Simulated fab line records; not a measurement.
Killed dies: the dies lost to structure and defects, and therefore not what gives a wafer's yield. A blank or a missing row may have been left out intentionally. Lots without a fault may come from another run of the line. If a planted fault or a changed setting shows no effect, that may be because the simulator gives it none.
fab line records	flow n5_finfet
record: lots: 10	wafers: 30	last_day: 16
route steps=1938 shown BEOL_M6@1251 TV_OPEN@1888 PASSIVATION@1931
lots that met no fault: from a run of the same line without faults
start_h: the number of hours between the record's first day and the start of the first shown wafer of the lot	wait_h: time in hours since the lot's previous step	" as in the row above	L1.1+2: a row that stands for several wafers	- either no value or no given start	* or withheld: withheld	< > ~ a bound
route shown NAME@n: names a module that has steps shown in the file, with the first one's number in the route	usual: mean and standard deviation over wafers with no fault	same: alike in all rows	chamber/n: place in a boat	sites: each site's reading	_std_site: standard deviation of those values	_edge_site: outer sites' mean less inner sites'	radius_mm: for every site, how far away it sits from the centre of the wafer	mask NAME#n: copy n	behind: the tool/chamber that last shaped the wafer	hold: cause of the lot's hold/its duration in hours/its outcome	device: which transistor (n, p or np) failed to switch	end of line: the same wafers' tests at the end of the route	a step given without rows: its recipe and nothing more	killed: not the wafer's yield, but the dies lost to structure and defects at the first sort	map: per-die view of a wafer (x killed, . not killed, _ where there is no die)
set.NAME: the setting as run; set.NAME@STEP: as run at that earlier step	model.NAME: the simulator's own value behind a step, which no gauge read
route steps across a sampled set of lots; one table per step, one row per wafer
services: when a tool's chamber went out of use (start_h, in hours from the record's first day, below 0 if earlier), for how many hours, and the reason
== steps ==
step: N5_BEOL_M6_ALD_77
recipe: material: TaN	target_thk_a: 20	temp_c: 275	ald_precursor_family: PDMAT	ald_co_reactant: NH3	pressure_torr: 3	carrier_flow_sccm: 1500	pulse_time_s: 2	purge_time_s: 3	co_reactant_purge_time_s: 2	co_reactant_pulse_time_s: 3	ald_cycles: 40	precursor_vessel_temp_c: 75	precursor_vessel_pressure_torr: 26.25	precursor_vessel_carrier_sccm: 1000
usual: heater_power_w: 405/44	mfc_carrier_sccm: 1500/3.9
same: co_reactant_purge_time_s: 2
lot.wafer	tool	chamber	start_h	wait_h	heater_power_w	mfc_carrier_sccm
L411.3	ald_metal-03	3	191.64	0.0	354	1501
L411.4	"	0	"	"	429	1504
L411.5	"	0	"	"	418	1503
L413.3	ald_metal-04	2	206.22	0.0	368	1501
L413.4	"	0	"	"	359	1499
L413.6	"	3	"	"	417	1497
L414.2	ald_metal-01	2	215.85	0.0	412	1499
L414.4	"	1	"	"	399	1497
L414.6	"	2	"	"	417	1500
L415.1	ald_metal-01	1	220.40	0.1	412	1502
L415.2	"	0	"	"	443	1502
L415.4	"	2	"	"	419	1503
L416.1	ald_metal-01	3	256.98	0.0	353	1500
L416.3	"	2	"	"	422	1497
L416.6	"	2	"	"	428	1500
L419.1	ald_metal-04	2	260.61	0.0	366	1496
L419.4	"	0	"	"	368	1499
L419.5	"	1	"	"	407	1503
L418.1	ald_metal-03	3	271.27	0.3	359	1502
L418.2	"	2	"	"	519	1503
L418.6	"	2	"	"	517	1500
L421.2	ald_metal-03	3	275.10	0.0	345	1501
L421.4	"	2	"	"	528	1497
L421.5	"	1	"	"	363	1498
L422.1	ald_metal-03	3	282.60	0.0	359	1501
L422.3	"	0	"	"	428	1505
L422.5	"	1	"	"	378	1504
L423.3	ald_metal-03	0	282.90	0.0	416	1501
L423.4	"	3	"	"	353	1490
L423.6	"	3	"	"	350	1500
step: N5_PASSIVATION_VIA_ETCH_13
recipe: chemistry: CHF3/O2	target: SiO2	target_depth_a: 6600	CHF3_flow_sccm: 50	O2_flow_sccm: 5	Ar_flow_sccm: 200	time_s: 330	mask_material: PR	pressure_mtorr: 30	source_w: 650	bias_w: 170	ion_energy_ev: 200	ends: cleared
usual: drypump_motor_current_A: 5.9/0.73	etch_rf_on_time_s: 238/5.3	oes_ar_750_au: 0.76/0.059	oes_f_703_au: 0.75/0.058	oes_product_au: 0.68/0.057	rf_vpp_V: 527/12	showerhead_plenum_p_Torr: 2.38/0.068	throttle_valve_pct: 18.77/0.17
lot.wafer	tool	chamber	start_h	wait_h	drypump_motor_current_A	etch_rf_on_time_s	oes_ar_750_au	oes_f_703_au	oes_product_au	rf_hours_counter_h	rf_vpp_V	showerhead_plenum_p_Torr	throttle_valve_pct
L411.3	rie_diel-01	1	274.50	0.0	4.9	237	0.68	0.67	0.61	224	531	2.29	18.97
L411.4	"	2	"	"	5.2	243	0.70	0.69	0.63	190	532	2.41	18.68
L411.5	"	2	"	"	5.2	240	0.71	0.69	0.63	-	533	2.41	18.69
L413.3	rie_diel-04	1	278.49	0.0	4.7	236	0.72	0.72	0.65	187	531	2.49	18.78
L413.4	"	0	"	"	5.4	235	0.70	0.69	0.64	216	538	2.46	18.76
L413.6	"	0	"	"	5.4	243	0.70	0.69	0.63	-	539	2.46	18.75
L414.2	rie_diel-04	2	294.14	0.0	6.5	234	0.82	0.81	0.75	49	536	2.35	18.57
L414.4	"	0	"	"	5.4	243	0.69	0.69	0.63	221	538	2.46	18.77
L414.6	"	1	"	"	4.7	238	0.72	0.72	0.64	-	532	2.49	18.77
L415.1	rie_diel-04	0	302.36	0.0	5.4	231	0.70	0.69	0.62	222	537	2.46	18.77
L415.2	"	1	"	"	4.7	230	0.71	0.72	0.64	193	532	2.49	18.77
L415.4	"	3	"	"	6.7	232	0.78	0.77	0.72	97	540	2.33	18.77
L416.1	rie_diel-01	2	330.23	0.0	5.2	239	0.69	0.68	0.61	204	531	2.40	18.70
L416.3	"	3	"	"	6.4	235	0.82	0.82	0.74	78	511	2.35	18.88
L416.6	"	2	"	"	5.2	243	0.70	0.68	0.61	-	530	2.40	18.69
L419.1	rie_diel-04	2	335.69	0.2	6.5	242	0.80	0.80	0.73	62	535	2.34	18.60
L419.4	"	2	"	"	6.5	245	0.80	0.79	0.73	-	536	2.34	18.61
L419.5	"	2	"	"	6.5	245	0.81	0.79	0.73	-	536	2.34	18.57
L418.1	rie_diel-03	1	351.31	0.0	5.3	239	0.80	0.80	0.71	90	514	2.43	18.47
L418.2	"	2	"	"	6.6	238	0.73	0.74	0.65	223	500	2.28	19.01
L418.6	"	2	"	"	6.6	243	0.73	0.74	0.64	-	500	2.28	19.00
L421.2	rie_diel-03	3	352.78	0.0	6.4	240	0.70	0.70	0.62	247	507	2.35	18.90
L421.4	"	1	"	"	5.3	244	0.79	0.79	0.71	91	514	2.43	18.46
L421.5	"	0	"	"	6.4	251	0.74	0.73	0.67	-	522	2.39	18.68
L422.1	rie_diel-03	1	364.87	0.0	5.3	239	0.79	0.79	0.70	95	515	2.43	18.47
L422.3	"	0	"	"	6.4	247	0.75	0.73	0.67	143	519	2.39	18.68
L422.5	"	1	"	"	5.3	237	0.78	0.79	0.70	-	514	2.43	18.47
L423.3	rie_diel-04	0	367.06	0.0	5.4	240	0.68	0.68	0.62	237	538	2.45	18.79
L423.4	"	3	"	"	6.7	238	0.77	0.75	0.70	113	540	2.33	18.81
L423.6	"	0	"	"	5.4	245	0.68	0.68	0.61	-	537	2.45	18.81
step: N5_PASSIVATION_ETCH_15
recipe: chemistry: CF4/N2	target: SiCN	target_depth_a: 750	taper_deg: 2	time_s: 81.2	ion_energy_ev: 150	mask_material: SiNx	pressure_mtorr: 40	source_w: 430	bias_w: 70	Ar_flow_sccm: 100	cf4_flow_sccm: 60	n2_flow_sccm: 60
usual: drypump_motor_current_A: 5.9/0.73	oes_product_au: 0.75/0.062	rf_vpp_V: 381.7/1.7	showerhead_plenum_p_Torr: 2.18/0.063	throttle_valve_pct: 15.36/0.19
lot.wafer	tool	chamber	start_h	wait_h	drypump_motor_current_A	oes_product_au	rf_hours_counter_h	rf_vpp_V	showerhead_plenum_p_Torr	throttle_valve_pct
L411.3	rie_diel-01	1	-	-	4.9	0.67	224	379.8	2.09	15.57
L411.4	"	2	"	"	5.2	0.69	191	382.1	2.20	15.27
L411.5	"	2	"	"	5.2	0.69	-	380.4	2.20	15.27
L413.3	rie_diel-04	1	-	-	4.7	0.71	187	384.0	2.28	15.37
L413.4	"	0	"	"	5.4	0.69	216	383.2	2.26	15.43
L413.6	"	0	"	"	5.4	0.69	-	383.6	2.26	15.44
L414.2	rie_diel-04	2	-	-	6.5	0.82	49	381.1	2.14	15.10
L414.4	"	0	"	"	5.4	0.69	221	384.3	2.26	15.44
L414.6	"	1	"	"	4.7	0.72	-	385.8	2.28	15.38
L415.1	rie_diel-04	0	-	-	5.4	0.69	222	385.4	2.26	15.45
L415.2	"	1	"	"	4.7	0.71	193	383.9	2.28	15.38
L415.4	"	3	"	"	6.7	0.78	97	379.7	2.14	15.36
L416.1	rie_diel-01	2	-	-	5.2	0.68	205	382.0	2.19	15.29
L416.3	"	3	"	"	6.4	0.81	78	381.1	2.15	15.40
L416.6	"	2	"	"	5.2	0.68	-	381.4	2.19	15.28
L419.1	rie_diel-04	2	-	-	6.5	0.81	63	380.3	2.14	15.11
L419.4	"	2	"	"	6.5	0.80	-	381.4	2.14	15.10
L419.5	"	2	"	"	6.5	0.81	-	381.0	2.14	15.13
L418.1	rie_diel-03	1	-	-	5.3	0.79	90	382.7	2.22	15.04
L418.2	"	2	"	"	6.6	0.72	223	380.2	2.09	15.62
L418.6	"	2	"	"	6.6	0.71	-	378.3	2.09	15.61
L421.2	rie_diel-03	3	-	-	6.4	0.70	247	381.5	2.16	15.57
L421.4	"	1	"	"	5.3	0.78	91	382.5	2.22	15.03
L421.5	"	0	"	"	6.4	0.74	-	380.7	2.20	15.30
L422.1	rie_diel-03	1	-	-	5.3	0.78	95	383.2	2.22	15.03
L422.3	"	0	"	"	6.4	0.73	143	382.5	2.20	15.33
L422.5	"	1	"	"	5.3	0.77	-	382.1	2.22	15.06
L423.3	rie_diel-04	0	-	-	5.4	0.68	237	383.8	2.25	15.47
L423.4	"	3	"	"	6.8	0.78	113	379.4	2.14	15.40
L423.6	"	0	"	"	5.4	0.68	-	382.6	2.25	15.47
step: N5_PASSIVATION_STRIP_48
recipe: chemistry: O2	power_w: 600	temp_c: 60	pressure_mtorr: 30	rf_frequency_hz: 6e+07	bias_power_w: 0	overash_fraction: 0.5	o2_flow_sccm: 225
usual: drypump_motor_current_A: 5.8/0.56	oes_product_au: 0.80/0.095	rf_vpp_V: 3.5/2.1	showerhead_plenum_p_Torr: 2.09/0.072	throttle_valve_pct: 16.67/0.22
lot.wafer	tool	chamber	start_h	wait_h	drypump_motor_current_A	oes_product_au	rf_hours_counter_h	rf_vpp_V	showerhead_plenum_p_Torr	throttle_valve_pct
L411.3	rie_diel-06	0	279.09	0.1	5.8	0.65	247	4.5	1.96	16.96
L411.4	"	3	"	"	5.0	0.71	208	2.7	2.01	16.46
L411.5	"	2	"	"	5.0	0.67	-	0.2	2.14	17.10
L413.3	rie_diel-02	1	282.51	0.1	6.7	0.83	116	4.7	2.19	16.49
L413.4	"	0	"	"	5.7	0.74	183	1.6	2.08	16.80
L413.6	"	1	"	"	6.7	0.79	-	2.6	2.19	16.31
L414.2	rie_diel-05	0	298.36	0.1	6.5	0.79	135	1.2	2.08	16.58
L414.4	"	1	"	"	6.6	0.77	154	3.6	2.10	16.38
L414.6	"	1	"	"	6.6	0.75	-	5.0	2.10	16.39
L415.1	rie_diel-05	3	307.50	0.1	5.5	0.80	89	3.1	2.03	16.54
L415.2	"	1	"	"	6.6	0.73	156	0	2.10	16.39
L415.4	"	0	"	"	6.4	0.77	138	0.7	2.09	16.57
L416.1	rie_diel-06	3	333.91	0.1	5.0	0.69	229	8.6	2.00	16.51
L416.3	"	0	"	"	5.7	0.91	11	4.9	2.22	16.53
L416.6	"	1	"	"	5.5	0.65	-	0.2	1.98	17.18
L419.1	rie_diel-02	1	340.38	0.1	6.7	0.70	138	3.1	2.18	16.42
L419.4	"	3	"	"	5.6	1.00	4	0.2	2.08	16.54
L419.5	"	3	"	"	5.7	0.99	-	1.9	2.08	16.52
L418.1	rie_diel-05	0	355.38	0.1	6.4	0.78	157	3.4	2.08	16.65
L418.2	"	1	"	"	6.7	0.75	174	3.8	2.10	16.42
L418.6	"	1	"	"	6.7	0.73	-	0.8	2.10	16.50
L421.2	rie_diel-06	0	356.64	0.1	5.8	0.92	18	2.4	2.21	16.58
L421.4	"	1	"	"	5.5	0.66	249	2.3	1.98	17.24
L421.5	"	0	"	"	5.7	0.90	-	4.8	2.21	16.56
L422.1	rie_diel-02	2	369.20	0.1	6.1	0.73	180	7.7	2.08	16.81
L422.3	"	0	"	"	5.6	0.74	210	1.5	2.08	16.87
L422.5	"	0	"	"	5.7	0.73	-	4.9	2.07	16.96
L423.3	rie_diel-05	2	370.57	0.1	6.3	1.00	4	4.2	2.06	16.57
L423.4	"	1	"	"	6.7	0.71	179	8.0	2.09	16.49
L423.6	"	3	"	"	5.4	0.82	-	2.4	2.03	16.62
step: N5_PASSIVATION_PROBE_49
usual: defect_limited_yield: 91.4/1.5	killed_at_M0_to_M3: 33/11	killed_at_M4_up: 14/5.3	killed_at_contacts: 13/6.2	killed_at_front_end: 39/13	killed_at_other: 3.1/2.8	killed_dies: 102/17	killed_open: 68/13	killed_short: 32/7.8	sort_bin_4_leakage: 0.00/0.007	sort_bin_5_function: 5.1/0.95	sort_bin_6_memory: 3.2/0.7	sort_bin_8_speed: 0.02/0.16	sort_n_pass: 1078/18	sort_yield_pct: 91.3/1.5
same: gross_dies: 1180	killed_at_back_side: 0
lot.wafer	tool	chamber	start_h	wait_h	defect_limited_yield[%]	killed_at_M0_to_M3	killed_at_M4_up	killed_at_contacts	killed_at_front_end	killed_at_other	killed_dies	killed_open	killed_short	sort_bin_4_leakage[%]	sort_bin_5_function[%]	sort_bin_6_memory[%]	sort_bin_8_speed[%]	sort_n_pass	sort_yield_pct[%]
L411.3	prober-01	-	282.14	0.1	92.5	26	19	3	39	1	88	51	32	0	4.4	2.6	0	1092	92.5
L411.4	prober-01	-	282.19	0.2	90.8	51	9	3	45	1	109	67	41	0	5.4	3.5	0	1071	90.8
L411.5	prober-01	-	282.24	0.2	92.2	38	12	10	28	4	92	60	30	0	5.1	2.7	0	1088	92.2
L413.3	prober-02	-	285.12	0.1	90.8	37	31	6	34	1	109	83	26	0	5.6	3.6	0	1071	90.8
L413.4	prober-02	-	285.17	0.2	91.1	27	22	13	43	0	105	77	24	0	4.4	3.9	0.17	1073	90.9
L413.6	prober-02	-	285.27	0.3	88.4	30	37	26	44	0	137	96	40	0	7.0	4.2	0.08	1042	88.3
L414.2	prober-01	-	300.93	0.1	91.9	28	13	14	38	3	96	61	34	0	4.1	3.6	0	1084	91.9
L414.4	prober-01	-	301.03	0.2	92.4	32	10	6	40	2	90	53	37	0	4.7	2.5	0	1090	92.4
L414.6	prober-01	-	301.13	0.3	90.7	35	7	15	46	7	110	76	34	0	5.6	3.5	0	1070	90.7
L415.1	prober-01	-	309.99	0.0	91.4	32	10	15	43	1	101	81	20	0	4.9	3.6	0	1079	91.4
L415.2	prober-01	-	310.04	0.1	91.6	32	12	18	37	0	99	72	27	0	5.5	2.7	0	1081	91.6
L415.4	prober-01	-	310.14	0.2	90.9	42	20	9	35	1	107	69	38	0	5.3	3.2	0	1073	90.9
L416.1	prober-01	-	336.63	0.3	91.4	30	23	5	41	2	101	67	34	0	5.0	3.4	0	1079	91.4
L416.3	prober-01	-	336.73	0.4	90.6	31	16	8	55	1	111	68	38	0	5.8	3.1	0	1069	90.6
L416.6	prober-01	-	336.88	0.5	90.8	35	19	12	41	2	109	77	32	0	4.9	4.2	0	1071	90.8
L419.1	prober-02	-	342.88	0.0	91.4	51	9	5	34	2	101	65	36	0	5.0	3.4	0	1079	91.4
L419.4	prober-02	-	343.03	0.2	91.2	39	17	6	39	3	104	67	32	0.08	4.7	3.5	0	1075	91.1
L419.5	prober-02	-	343.08	0.2	91.7	45	8	11	31	3	98	71	26	0	4.8	3.5	0	1082	91.7
L418.1	prober-02	-	357.87	0.0	89.2	45	7	19	55	2	128	85	37	0	5.9	4.5	0	1052	89.2
L418.2	prober-02	-	357.92	0.1	89.2	60	8	7	53	0	128	95	32	0	5.7	4.8	0	1052	89.2
L418.6	prober-02	-	358.12	0.3	89.0	57	15	17	36	5	130	89	40	0	6.9	3.7	1.86	1028	87.1
L421.2	prober-02	-	359.19	0.1	90.8	30	12	19	41	7	109	74	34	0	5.1	4.0	0	1071	90.8
L421.4	prober-02	-	359.29	0.2	91.6	16	13	18	49	3	99	65	31	0	5.7	2.2	0	1081	91.6
L421.5	prober-02	-	359.34	0.2	92.5	17	13	23	36	0	89	67	21	0	4.4	3.0	0	1091	92.5
L422.1	prober-01	-	371.70	0.0	82.5	16	153	6	26	6	207	48	22	0	12.1	3.4	0	973	82.5
L422.3	prober-01	-	371.80	0.1	86.4	33	77	5	44	1	160	68	35	0	8.0	3.8	0	1020	86.4
L422.5	prober-01	-	371.90	0.2	81.0	36	140	4	36	8	224	57	41	0	11.8	4.2	0	956	81.0
L423.3	prober-01	-	373.16	0.1	85.8	26	70	15	57	0	168	85	27	0	9.5	3.6	0	1012	85.8
L423.4	prober-01	-	373.21	0.2	80.1	24	151	14	45	1	235	70	25	0	12.7	4.7	0	945	80.1
L423.6	prober-01	-	373.31	0.3	81.6	21	123	21	41	11	217	67	31	0	12.0	3.8	0	963	81.6
killed by level:class
L411.3 STI_FIN_REVEAL:geometric_particle:open=11 BEOL_M0_SAQP:geometric_particle:short=11 FIN_SAQP:geometric_particle:short=8 BEOL_M0_SAQP:geometric_particle:open=6 BEOL_M4:geometric_particle:open=6 FIN_SAQP:geometric_particle:open=5 DUMMY_GATE:geometric_particle:open=3 GATE_CUT:geometric_particle:short=3
L411.4 FIN_SAQP:geometric_particle:open=16 BEOL_M0_SAQP:geometric_particle:short=15 BEOL_M0_SAQP:geometric_particle:open=12 STI_FIN_REVEAL:geometric_particle:open=8 BEOL_M2:geometric_particle:open=7 FIN_SAQP:geometric_particle:short=5 BEOL_M1:geometric_particle:open=5 STARTING-WAFER:geometric_particle:short=5
L411.5 BEOL_M0_SAQP:geometric_particle:short=12 BEOL_M0_SAQP:geometric_particle:open=11 MOL_CONTACT_COAG:geometric_particle:open=9 FIN_SAQP:geometric_particle:open=8 STI_FIN_REVEAL:geometric_particle:open=5 BEOL_M4:geometric_particle:open=5 FIN_SAQP:geometric_particle:short=4 BEOL_M1:geometric_particle:open=4
L413.3 BEOL_M4:geometric_particle:open=17 STI_FIN_REVEAL:geometric_particle:open=9 BEOL_M3:geometric_particle:open=9 DUMMY_GATE:geometric_particle:open=8 BEOL_M0_SAQP:geometric_particle:open=7 BEOL_M2:geometric_particle:open=6 BEOL_M1:geometric_particle:open=5 FIN_SAQP:geometric_particle:open=4
L413.4 STI_FIN_REVEAL:geometric_particle:open=11 MOL_CONTACT_COAG:geometric_particle:open=11 BEOL_M2:geometric_particle:open=10 BEOL_M3:geometric_particle:open=10 FIN_SAQP:geometric_particle:open=9 BEOL_M4:geometric_particle:open=8 FIN_SAQP:geometric_particle:short=5 DUMMY_GATE:geometric_particle:open=4
L413.6 MOL_CONTACT_COAG:geometric_particle:open=21 BEOL_M4:geometric_particle:open=13 FIN_SAQP:geometric_particle:open=12 STI_FIN_REVEAL:geometric_particle:open=11 FIN_SAQP:geometric_particle:short=9 BEOL_M3:geometric_particle:open=9 BEOL_M0_SAQP:geometric_particle:short=7 BEOL_M4:geometric_particle:short=6
L414.2 DUMMY_GATE:geometric_particle:open=9 MOL_CONTACT_COAG:geometric_particle:open=9 BEOL_M0_SAQP:geometric_particle:short=9 BEOL_M0_SAQP:geometric_particle:open=8 FIN_SAQP:geometric_particle:open=5 FIN_SAQP:geometric_particle:short=5 STI_FIN_REVEAL:geometric_particle:open=5 MOL_CONTACT_COAG:geometric_particle:short=5
L414.4 BEOL_M2:geometric_particle:open=12 FIN_SAQP:geometric_particle:short=10 FIN_SAQP:geometric_particle:open=9 BEOL_M0_SAQP:geometric_particle:short=7 BEOL_M0_SAQP:geometric_particle:open=7 STI_FIN_REVEAL:geometric_particle:open=6 BEOL_M5:geometric_particle:open=4 STI_FIN_REVEAL:geometric_particle:short=3
L414.6 STI_FIN_REVEAL:geometric_particle:open=13 MOL_CONTACT_COAG:geometric_particle:open=12 BEOL_M0_SAQP:geometric_particle:open=9 BEOL_M0_SAQP:geometric_particle:short=8 STI_FIN_REVEAL:geometric_particle:short=7 BEOL_M2:geometric_particle:open=5 FIN_SAQP:geometric_particle:open=4 FIN_CUT:geometric_particle:open=4
L415.1 MOL_CONTACT_COAG:geometric_particle:open=13 BEOL_M3:geometric_particle:open=12 FIN_SAQP:geometric_particle:open=10 STI_FIN_REVEAL:geometric_particle:open=8 BEOL_M0_SAQP:geometric_particle:open=8 BEOL_M1:geometric_particle:open=7 STARTING-WAFER:geometric_particle:open=6 FIN_SAQP:geometric_particle:short=5
L415.2 MOL_CONTACT_COAG:geometric_particle:open=16 STI_FIN_REVEAL:geometric_particle:open=10 FIN_SAQP:geometric_particle:short=9 FIN_SAQP:geometric_particle:open=8 BEOL_M3:geometric_particle:open=7 BEOL_M0:geometric_particle:open=6 BEOL_M2:geometric_particle:open=6 BEOL_M1:geometric_particle:open=5
L415.4 BEOL_M0_SAQP:geometric_particle:short=12 MOL_CONTACT_COAG:geometric_particle:open=8 BEOL_M2:geometric_particle:open=7 BEOL_M4:geometric_particle:open=7 BEOL_M3:geometric_particle:open=6 BEOL_M0_SAQP:geometric_particle:open=6 FIN_SAQP:geometric_particle:short=5 BEOL_M1:geometric_particle:open=5
L416.1 FIN_SAQP:geometric_particle:open=16 BEOL_M3:geometric_particle:open=11 BEOL_M4:geometric_particle:open=10 FIN_SAQP:geometric_particle:short=9 BEOL_M0_SAQP:geometric_particle:short=8 MOL_CONTACT_COAG:geometric_particle:open=5 BEOL_M8:geometric_particle:open=5 BEOL_M0_SAQP:geometric_particle:open=3
L416.3 FIN_SAQP:geometric_particle:open=17 STI_FIN_REVEAL:geometric_particle:open=8 BEOL_M0_SAQP:geometric_particle:short=8 FIN_SAQP:geometric_particle:short=7 BEOL_M0_SAQP:geometric_particle:open=7 DUMMY_GATE:geometric_particle:open=6 MOL_CONTACT_COAG:geometric_particle:open=5 BEOL_M1:geometric_particle:short=5
L416.6 BEOL_M4:geometric_particle:open=13 FIN_SAQP:geometric_particle:open=10 DUMMY_GATE:geometric_particle:open=8 MOL_CONTACT_COAG:geometric_particle:open=8 BEOL_M2:geometric_particle:open=8 FIN_SAQP:geometric_particle:short=7 BEOL_M0_SAQP:geometric_particle:open=7 BEOL_M3:geometric_particle:open=7
L419.1 BEOL_M3:geometric_particle:open=14 BEOL_M2:geometric_particle:open=11 BEOL_M0_SAQP:geometric_particle:open=8 FIN_SAQP:geometric_particle:open=6 BEOL_M2:geometric_particle:short=6 BEOL_M0_SAQP:geometric_particle:short=5 FIN_SAQP:geometric_particle:short=4 BEOL_M0:geometric_particle:open=4
L419.4 BEOL_M2:geometric_particle:open=20 FIN_SAQP:geometric_particle:short=9 FIN_SAQP:geometric_particle:open=7 BEOL_M3:geometric_particle:open=7 MOL_CONTACT_COAG:geometric_particle:open=6 STI_FIN_REVEAL:geometric_particle:open=5 BEOL_M4:geometric_particle:open=5 GATE_CUT:geometric_particle:open=4
L419.5 BEOL_M2:geometric_particle:open=17 MOL_CONTACT_COAG:geometric_particle:open=11 STI_FIN_REVEAL:geometric_particle:open=9 BEOL_M3:geometric_particle:open=9 BEOL_M0_SAQP:geometric_particle:open=7 FIN_SAQP:geometric_particle:short=6 BEOL_M0_SAQP:geometric_particle:short=5 STI_FIN_REVEAL:geometric_particle:short=3
L418.1 STI_FIN_REVEAL:geometric_particle:open=15 MOL_CONTACT_COAG:geometric_particle:open=14 BEOL_M0_SAQP:geometric_particle:open=12 BEOL_M3:geometric_particle:open=9 BEOL_M0_SAQP:geometric_particle:short=8 BEOL_M1:geometric_particle:open=8 FIN_SAQP:geometric_particle:short=7 DUMMY_GATE:geometric_particle:open=6
L418.2 STI_FIN_REVEAL:geometric_particle:open=29 BEOL_M1:geometric_particle:open=17 BEOL_M0_SAQP:geometric_particle:short=12 BEOL_M2:geometric_particle:open=12 BEOL_M0_SAQP:geometric_particle:open=11 STI_FIN_REVEAL:geometric_particle:short=5 MOL_CONTACT_COAG:geometric_particle:open=5 BEOL_M3:geometric_particle:open=4
L418.6 STI_FIN_REVEAL:geometric_particle:open=20 BEOL_M0_SAQP:geometric_particle:short=16 MOL_CONTACT_COAG:geometric_particle:open=13 BEOL_M4:geometric_particle:open=12 BEOL_M0_SAQP:geometric_particle:open=10 BEOL_M1:geometric_particle:open=7 BEOL_M3:geometric_particle:open=7 BEOL_M2:geometric_particle:open=6
L421.2 MOL_CONTACT_COAG:geometric_particle:open=14 BEOL_M2:geometric_particle:open=9 STI_FIN_REVEAL:geometric_particle:open=8 BEOL_M0_SAQP:geometric_particle:short=6 BEOL_M0:geometric_particle:open=6 FIN_SAQP:geometric_particle:short=5 MOL_CONTACT_COAG:geometric_particle:short=5 BEOL_M4:geometric_particle:open=5
L421.4 MOL_CONTACT_COAG:geometric_particle:open=16 STI_FIN_REVEAL:geometric_particle:open=12 FIN_SAQP:geometric_particle:short=9 BEOL_M3:geometric_particle:open=5 DUMMY_GATE:geometric_particle:open=4 BEOL_M4:geometric_particle:open=4 FIN_SAQP:geometric_particle:open=3 FIN_CUT:geometric_particle:open=3
L421.5 MOL_CONTACT_COAG:geometric_particle:open=18 FIN_SAQP:geometric_particle:open=9 BEOL_M3:geometric_particle:open=7 STI_FIN_REVEAL:geometric_particle:open=6 MOL_CONTACT_COAG:geometric_particle:short=5 DUMMY_GATE:geometric_particle:open=4 BEOL_M2:geometric_particle:open=4 GATE_CUT:geometric_particle:open=3
L422.1 BEOL_M6:unspecified=134 BEOL_M4:geometric_particle:open=14 FIN_SAQP:geometric_particle:open=8 FIN_SAQP:geometric_particle:short=4 MOL_CONTACT_COAG:geometric_particle:open=4 BEOL_M1:geometric_particle:open=4 BEOL_M1:geometric_particle:short=4 BEOL_M3:geometric_particle:open=3
L422.3 BEOL_M6:unspecified=55 FIN_SAQP:geometric_particle:open=14 BEOL_M4:geometric_particle:open=13 FIN_SAQP:geometric_particle:short=11 BEOL_M2:geometric_particle:open=9 BEOL_M0_SAQP:geometric_particle:short=5 BEOL_M1:geometric_particle:open=5 BEOL_M0_SAQP:geometric_particle:open=4
L422.5 BEOL_M6:unspecified=126 BEOL_M1:geometric_particle:open=11 BEOL_M4:geometric_particle:open=10 BEOL_M0_SAQP:geometric_particle:open=7 FIN_SAQP:geometric_particle:open=6 GATE_CUT:geometric_particle:short=6 FIN_SAQP:geometric_particle:short=5 BEOL_M0_SAQP:geometric_particle:short=5
L423.3 BEOL_M6:unspecified=56 STI_FIN_REVEAL:geometric_particle:open=20 BEOL_M2:geometric_particle:open=13 MOL_CONTACT_COAG:geometric_particle:open=11 FIN_SAQP:geometric_particle:open=9 FIN_SAQP:geometric_particle:short=7 DUMMY_GATE:geometric_particle:open=7 MOL_CONTACT_COAG:geometric_particle:short=4
L423.4 BEOL_M6:unspecified=139 STI_FIN_REVEAL:geometric_particle:open=16 MOL_CONTACT_COAG:geometric_particle:open=11 FIN_SAQP:geometric_particle:open=8 BEOL_M1:geometric_particle:open=8 FIN_SAQP:geometric_particle:short=6 BEOL_M2:geometric_particle:open=5 BEOL_M4:geometric_particle:open=5
L423.6 BEOL_M6:unspecified=118 MOL_CONTACT_COAG:geometric_particle:open=17 STI_FIN_REVEAL:geometric_particle:open=14 BEOL_M0_SAQP:geometric_particle:short=5 BEOL_M3:geometric_particle:open=5 FIN_SAQP:geometric_particle:open=4 STI_FIN_REVEAL:geometric_particle:short=4 GATE_CUT:geometric_particle:open=4
== services ==
tool	chamber	start_h	hours	kind
rie_diel-05	2	176.47	4.3	repair
ald_metal-03	-	178.80	1.6	repair
rie_diel-01	0	192.03	15.2	repair
rie_diel-01	3	199.51	13.7	repair
rie_diel-01	1	203.97	4.9	repair
rie_diel-02	-	212.23	1.0	repair
ald_metal-01	-	223.77	0.7	repair
rie_diel-06	-	227.77	0.4	repair
rie_diel-05	3	229.94	6.9	repair
rie_diel-01	3	233.71	4.6	repair
rie_diel-05	2	235.44	7.4	repair
rie_diel-03	-	247.81	0.9	repair
rie_diel-05	-	260.09	1.4	repair
ald_metal-03	-	281.98	0.6	repair
rie_diel-03	1	292.57	11.4	repair
rie_diel-02	0	294.09	10.7	repair
rie_diel-06	1	306.01	2.9	repair
rie_diel-04	-	307.34	1.1	repair
ald_metal-03	-	315.92	2.8	pm
rie_diel-03	3	329.30	4.3	repair
rie_diel-04	3	332.64	7.5	repair
ald_metal-03	-	332.75	8.7	pm
rie_diel-04	0	334.08	6.7	repair
rie_diel-03	3	348.00	1.3	repair
== key ==
first_sign: step: N5_PASSIVATION_PROBE_49	reading: killed_at_M4_up	direction: up	sigmas: 20	usual: 14	struck: 119
effect: step: N5_PASSIVATION_PROBE_49	reading: defect_limited_yield	direction: down	sigmas: 5.7	usual: 91.4	struck: 82.9
more_kills_born_at: N5_BEOL_M6_ALD_77@ald_metal-03: 628
met_at N5_BEOL_M6_ALD_77
struck_lots L422,L423
not_acting_at N5_PASSIVATION_VIA_ETCH_13,N5_PASSIVATION_ETCH_15,N5_PASSIVATION_STRIP_48
also_fits time
fault: kind: chamber_particle_source	tool: ald_metal-03	chamber: -	onset_h: 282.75	steps: N5_BEOL_M6_ALD_77	rate_per_visit_cm2: 1.0735	end_h: 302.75
